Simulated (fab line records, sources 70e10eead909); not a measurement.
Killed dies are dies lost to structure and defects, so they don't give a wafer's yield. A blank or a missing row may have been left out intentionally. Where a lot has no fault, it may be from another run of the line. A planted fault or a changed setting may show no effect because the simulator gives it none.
What tool caused it? + flow nand harc + 33 wafers from 11 lots sampled at 5 of the route's 1159 steps

## WHAT EACH GAUGE READ, for each wafer
NHARC_END_SORT_01. Usual: killed at array 29, standard deviation 11; killed at other 0.7, standard deviation 1.1; killed at periphery 2.9, standard deviation 2.2; killed dies 33, standard deviation 11; killed open 3.1, standard deviation 1.8; killed short 1.9, standard deviation 1.4.
| lot  | measured     | on        | killed at array | killed at other | killed at periphery | killed dies | killed open | killed short | flag |
|------|--------------|-----------|-----------------|-----------------|---------------------|-------------|-------------|--------------|------|
| L600 | day 23 07:44 | prober-01 | 43 121 51       | 1 0 0           | 2 0 3               | 46 121 54   | 4 1 4       | 0 1 2        | OFF  |

## WHAT TOOL EACH LOT RAN ON (gives the tool, then ch and the chambers of the sampled wafers, and finally the start)
| lot  | NHARC_A_STAIRCASE_DESCUM_219       | NHARC_A_STAIRCASE_TRIM_226                    | NHARC_A_STAIRCASE_TRIM_231         | NHARC_A_STAIRCASE_TRIM_235                  |
|------|------------------------------------|-----------------------------------------------|------------------------------------|---------------------------------------------|
| L584 | rie diel-10 ch 1,3, day 11 14:32   | rie diel-10 ch 0,2, day 11 15:55 or earlier   | rie diel-10 ch 0,1,3, day 11 15:55 | rie diel-10 ch 0,2,3, no start              |
| L585 | rie diel-11 ch 0,1,3, day 11 16:47 | rie diel-11 ch 1,2,3, day 11 18:58 or earlier | rie diel-11 ch 0,1,2, day 11 18:58 | rie diel-11 ch 1,2,3, no start              |
| L591 | rie diel-10 ch 0,2, day 12 16:39   | rie diel-10 ch 0,1,2, day 12 18:07 or earlier | rie diel-10 ch 1,2,3, day 12 18:07 | rie diel-10 ch 1,2, no start                |
| L590 | rie diel-09 ch 2,3, day 12 18:16   | rie diel-09 ch 0,3, day 12 20:07 or earlier   | rie diel-10 ch 1,2, day 12 20:07   | rie diel-10 ch 0,1, no start                |
| L592 | rie diel-11 ch 0,2,3, day 13 05:55 | rie diel-11 ch 0,2,3, day 13 07:34 or earlier | rie diel-11 ch 1,2,3, day 13 07:34 | rie diel-11 ch 0,2,3, no start              |
| L594 | rie diel-09 ch 0,1,2, day 13 06:06 | rie diel-09 ch 0,1, day 13 09:20 or earlier   | rie diel-11 ch 0,3, day 13 09:20   | rie diel-11 ch 0,3, no start                |
| L593 | rie diel-10 ch 0,1,3, day 13 09:12 | rie diel-10 ch 1,3, day 13 10:36 or earlier   | rie diel-10 ch 1,2, day 13 10:36   | rie diel-10 ch 0,2,3, no start              |
| L595 | rie diel-09 ch 2,3, day 14 13:46   | rie diel-09 ch 1,2,3, day 14 15:28 or earlier | rie diel-11 ch 1,2,3, day 14 15:28 | rie diel-11 ch 0,3, no start                |
| L596 | rie diel-11 ch 1,2,3, day 14 16:17 | rie diel-11 ch 1,3, day 14 17:43 or earlier   | rie diel-11 ch 1,2,3, day 14 17:43 | rie diel-11 ch 0,1,2, no start              |
| L600 | rie diel-11 ch 0,2, day 15 04:52   | rie diel-11 ch 1,2,3, day 15 06:28 or earlier | rie diel-10 ch 1,2, day 15 06:28   | rie diel-10 ch 2,3, day 23 07:44 or earlier |
| L607 | rie diel-11 ch 0,1,3, day 17 03:59 | rie diel-11 ch 0,1,3, day 17 05:37 or earlier | rie diel-11 ch 0,1,2, day 17 05:37 | rie diel-11 ch 0,1,3, no start              |
- NHARC_A_STAIRCASE_DESCUM_219: chemistry O2, time 3 s.
- NHARC_A_STAIRCASE_TRIM_226: chemistry O2, time 211.2 s.
- NHARC_A_STAIRCASE_TRIM_231: chemistry O2, time 211.2 s.
- NHARC_A_STAIRCASE_TRIM_235: chemistry O2, time 211.2 s.

## AS READ BY THE TOOLS THEMSELVES (means over the sampled wafers that have a number; for cases with no such wafer, the mark the record gives instead)
NHARC_A_STAIRCASE_DESCUM_219. Usual: drypump motor current A 5.6 A, standard deviation 0.46; oes product au 1.000 a.u., standard deviation 0.011; rf vpp V 57.8 V, standard deviation 0.96; showerhead plenum p Torr 1.92 Torr, standard deviation 0.093; throttle valve pct 11.311 %, standard deviation 0.009.
| lot  | tool        | drypump motor current A (A) | oes product au (a.u.) | rf vpp V (V) | showerhead plenum p Torr (Torr) | throttle valve pct (%) | flag |
|------|-------------|-----------------------------|-----------------------|--------------|---------------------------------|------------------------|------|
| L584 | rie diel-10 | 5.8                         | 0.995                 | 57.2         | 1.85                            | 11.308                 |      |
| L585 | rie diel-11 | 6.0                         | 1.000                 | 58.6         | 1.95                            | 11.312                 |      |
| L591 | rie diel-10 | 5.3                         | 1.004                 | 58.5         | 1.90                            | 11.319                 |      |
| L590 | rie diel-09 | 5.6                         | 1.017                 | 57.7         | 1.87                            | 11.311                 |      |
| L592 | rie diel-11 | 6.0                         | 0.996                 | 58.4         | 2.03                            | 11.315                 |      |
| L594 | rie diel-09 | 5.2                         | 1.004                 | 57.9         | 1.92                            | 11.320                 |      |
| L593 | rie diel-10 | 5.5                         | 1.003                 | 58.0         | 1.89                            | 11.308                 |      |
| L595 | rie diel-09 | 5.6                         | 1.016                 | 57.8         | 1.87                            | 11.310                 |      |
| L596 | rie diel-11 | 5.8                         | 0.997                 | 57.4         | 1.94                            | 11.319                 |      |
| L600 | rie diel-11 | 6.1                         | 0.982                 | 57.1         | 2.06                            | 11.308                 |      |
| L607 | rie diel-11 | 6.0                         | 0.996                 | 58.2         | 1.94                            | 11.315                 |      |

NHARC_A_STAIRCASE_TRIM_226. Usual: drypump motor current A 5.6 A, standard deviation 0.46; oes product au 1.000 a.u., standard deviation 0.01; rf vpp V 57.9 V, standard deviation 0.85; run length s 232.6 s, standard deviation 0.37; showerhead plenum p Torr 3.55 Torr, standard deviation 0.16; throttle valve pct 17.038 %, standard deviation 0.0099.
| lot  | tool        | drypump motor current A (A) | oes product au (a.u.) | rf vpp V (V) | run length s (s) | showerhead plenum p Torr (Torr) | throttle valve pct (%) | flag |
|------|-------------|-----------------------------|-----------------------|--------------|------------------|---------------------------------|------------------------|------|
| L584 | rie diel-10 | 5.3                         | 0.994                 | 57.8         | 232.4            | 3.51                            | 17.050                 |      |
| L585 | rie diel-11 | 5.8                         | 1.006                 | 58.3         | 232.9            | 3.59                            | 17.033                 |      |
| L591 | rie diel-10 | 5.2                         | 1.005                 | 58.1         | 232.3            | 3.54                            | 17.030                 |      |
| L590 | rie diel-09 | 5.5                         | 1.004                 | 57.7         | 232.7            | 3.42                            | 17.035                 |      |
| L592 | rie diel-11 | 6.0                         | 0.997                 | 57.5         | 232.6            | 3.73                            | 17.038                 |      |
| L594 | rie diel-09 | 5.0                         | 0.997                 | 58.3         | 232.6            | 3.60                            | 17.045                 |      |
| L593 | rie diel-10 | 5.8                         | 1.000                 | 58.6         | 232.4            | 3.41                            | 17.039                 |      |
| L595 | rie diel-09 | 5.3                         | 1.011                 | 58.3         | 232.9            | 3.50                            | 17.038                 |      |
| L596 | rie diel-11 | 5.6                         | 0.995                 | 58.1         | 232.9            | 3.52                            | 17.037                 |      |
| L600 | rie diel-11 | 5.8                         | 0.997                 | 58.1         | 232.6            | 3.58                            | 17.033                 |      |
| L607 | rie diel-11 | 6.0                         | 0.995                 | 57.9         | 233.0            | 3.57                            | 17.048                 |      |

NHARC_A_STAIRCASE_TRIM_231. Usual: drypump motor current A 5.6 A, standard deviation 0.47; oes product au 0.999 a.u., standard deviation 0.0084; rf vpp V 57.7 V, standard deviation 0.98; run length s 232.6 s, standard deviation 0.36; showerhead plenum p Torr 3.54 Torr, standard deviation 0.16; throttle valve pct 17.036 %, standard deviation 0.009.
| lot  | tool        | drypump motor current A (A) | oes product au (a.u.) | rf vpp V (V) | run length s (s) | showerhead plenum p Torr (Torr) | throttle valve pct (%) | flag |
|------|-------------|-----------------------------|-----------------------|--------------|------------------|---------------------------------|------------------------|------|
| L584 | rie diel-10 | 5.6                         | 0.998                 | 57.5         | 232.6            | 3.49                            | 17.029                 |      |
| L585 | rie diel-11 | 6.1                         | 0.991                 | 58.4         | 232.7            | 3.65                            | 17.036                 |      |
| L591 | rie diel-10 | 5.5                         | 0.998                 | 57.3         | 232.2            | 3.46                            | 17.047                 |      |
| L590 | rie diel-10 | 5.2                         | 1.003                 | 57.3         | 232.8            | 3.52                            | 17.042                 |      |
| L592 | rie diel-11 | 5.8                         | 1.004                 | 58.4         | 232.7            | 3.59                            | 17.042                 |      |
| L594 | rie diel-11 | 6.2                         | 0.999                 | 57.5         | 232.6            | 3.73                            | 17.027                 |      |
| L593 | rie diel-10 | 5.2                         | 1.002                 | 57.2         | 232.6            | 3.57                            | 17.036                 |      |
| L595 | rie diel-11 | 5.8                         | 0.995                 | 58.3         | 232.8            | 3.58                            | 17.040                 |      |
| L596 | rie diel-11 | 5.8                         | 0.985                 | 58.2         | 233.0            | 3.58                            | 17.030                 |      |
| L600 | rie diel-10 | 5.2                         | 1.004                 | 57.5         | 254.8            | 3.56                            | 17.045                 | OFF  |
| L607 | rie diel-11 | 6.1                         | 1.000                 | 58.1         | 232.6            | 3.62                            | 17.029                 |      |

NHARC_A_STAIRCASE_TRIM_235. Usual: drypump motor current A 5.6 A, standard deviation 0.48; oes product au 1.000 a.u., standard deviation 0.0093; rf vpp V 57.8 V, standard deviation 0.96; run length s 232.6 s, standard deviation 0.36; showerhead plenum p Torr 3.54 Torr, standard deviation 0.16; throttle valve pct 17.037 %, standard deviation 0.0091.
| lot  | tool        | drypump motor current A (A) | oes product au (a.u.) | rf vpp V (V) | run length s (s) | showerhead plenum p Torr (Torr) | throttle valve pct (%) | flag |
|------|-------------|-----------------------------|-----------------------|--------------|------------------|---------------------------------|------------------------|------|
| L584 | rie diel-10 | 5.6                         | 0.994                 | 56.6         | 232.5            | 3.44                            | 17.034                 |      |
| L585 | rie diel-11 | 5.8                         | 0.998                 | 58.4         | 232.8            | 3.59                            | 17.025                 |      |
| L591 | rie diel-10 | 5.2                         | 1.004                 | 56.4         | 232.7            | 3.52                            | 17.027                 |      |
| L590 | rie diel-10 | 5.2                         | 1.004                 | 57.8         | 232.6            | 3.60                            | 17.037                 |      |
| L592 | rie diel-11 | 6.0                         | 0.996                 | 58.7         | 232.4            | 3.73                            | 17.035                 |      |
| L594 | rie diel-11 | 6.2                         | 0.999                 | 58.8         | 232.5            | 3.73                            | 17.038                 |      |
| L593 | rie diel-10 | 5.6                         | 1.010                 | 57.1         | 232.5            | 3.43                            | 17.043                 |      |
| L595 | rie diel-11 | 6.2                         | 0.989                 | 58.5         | 232.5            | 3.73                            | 17.036                 |      |
| L596 | rie diel-11 | 6.1                         | 0.995                 | 58.0         | 232.9            | 3.63                            | 17.047                 |      |
| L600 | rie diel-10 | 5.6                         | 1.000                 | 57.5         | 232.1            | 3.40                            | 17.043                 |      |
| L607 | rie diel-11 | 6.0                         | 1.001                 | 58.4         | 232.9            | 3.57                            | 17.035                 |      |

## THE ANSWER, worked out from the rows above alone
Rule: lot off if the mean of its wafers having a number is beyond 3 standard deviations from the usual mean. A lot without any number at a reading at which 4 lots or more have one is off too. All remaining lots with rows at the step are treated as sound. After the gauges, taken in route order, come the tools' own readings; for these a lot's mean is taken, as printed above. The first step at which some lot is off is used, and at that step the reading that is off furthest; a lot without a number counts as furthest.
Off: L600 (NHARC_END_SORT_01, killed at array). Neither off nor sound, because the step has no rows for them: L584, L585, L591, L590, L592, L594, L593, L595, L596, L607.
A tool fits if, at a process step before that reading, it ran every lot that is off, and no sound lot after the first of them. The gauges at NHARC_END_SORT_01 aren't tried: what is off there is off at NHARC_A_STAIRCASE_TRIM_231 too, on other tools, and a gauge's error can't cause that. NHARC_A_STAIRCASE_TRIM_226 gives no start for some lots, so the hours and the order of its lots are those of NHARC_A_STAIRCASE_TRIM_231. NHARC_A_STAIRCASE_TRIM_235 gives no start for some lots, so the hours and the order of its lots are those of NHARC_END_SORT_01. This does not decide it: 2 tools fit, namely rie diel-11 at NHARC_A_STAIRCASE_DESCUM_219 and NHARC_A_STAIRCASE_TRIM_226 and rie diel-10 at NHARC_A_STAIRCASE_TRIM_231 and NHARC_A_STAIRCASE_TRIM_235.

## WHAT THE SIMULATOR HAD PUT IN
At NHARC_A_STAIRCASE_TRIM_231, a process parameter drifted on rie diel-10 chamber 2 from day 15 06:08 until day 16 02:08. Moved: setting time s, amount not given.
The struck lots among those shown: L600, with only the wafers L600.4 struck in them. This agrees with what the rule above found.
